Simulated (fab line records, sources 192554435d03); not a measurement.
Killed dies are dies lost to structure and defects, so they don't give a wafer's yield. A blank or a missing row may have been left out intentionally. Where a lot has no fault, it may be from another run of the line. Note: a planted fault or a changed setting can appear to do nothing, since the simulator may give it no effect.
Chamber matching	flow n5_finfet	N5_GATE_CUT_ETCH_58 on rie_diel-02 has 4 sister chambers
The step etches SiNx in CH3F/O2, target depth 17 nm, time 128.6 s. 4 wafers are shown with their chamber, then 8 later ones without.

== WAFERS, EACH WITH ITS CHAMBER ==
wafer	chamber	throttle_valve_pct (%)
L090.6	0	15.94
L094.1	1	16.82
L094.4	2	16.34
L095.2	3	16.54

== WAFERS WHOSE CHAMBER IS MISSING ==
wafer	throttle_valve_pct (%)
L095.4	16.33
L095.5	16.55
L096.1	15.96
L096.3	16.34
L096.6	16.34
L097.3	16.55
L097.4	15.97
L097.6	16.55

== WHICH CHAMBER EACH WENT THROUGH ==
wafer	from the rows above	in truth
L095.4	2	2
L095.5	3	3
L096.1	0	0
L096.3	2	2
L096.6	2	2
L097.3	3	3
L097.4	0	0
L097.6	3	3
Correctly placed: 8 of 8. Can't be placed from these rows: 0. Placed wrongly: 0.
How it was worked out, from the rows above alone: a wafer's distance from a chamber is the root of the sum, over the readings, of the square of ((its reading less the chamber's mean) divided by the reading's scatter). The wafer belongs to the nearest chamber; if the next one is less than 2 further off, it can't be placed. Each chamber's mean is taken over the wafers shown for it. The scatter: root of mean squared gap, hidden wafer to nearest shown wafer, with one shown wafer a chamber.
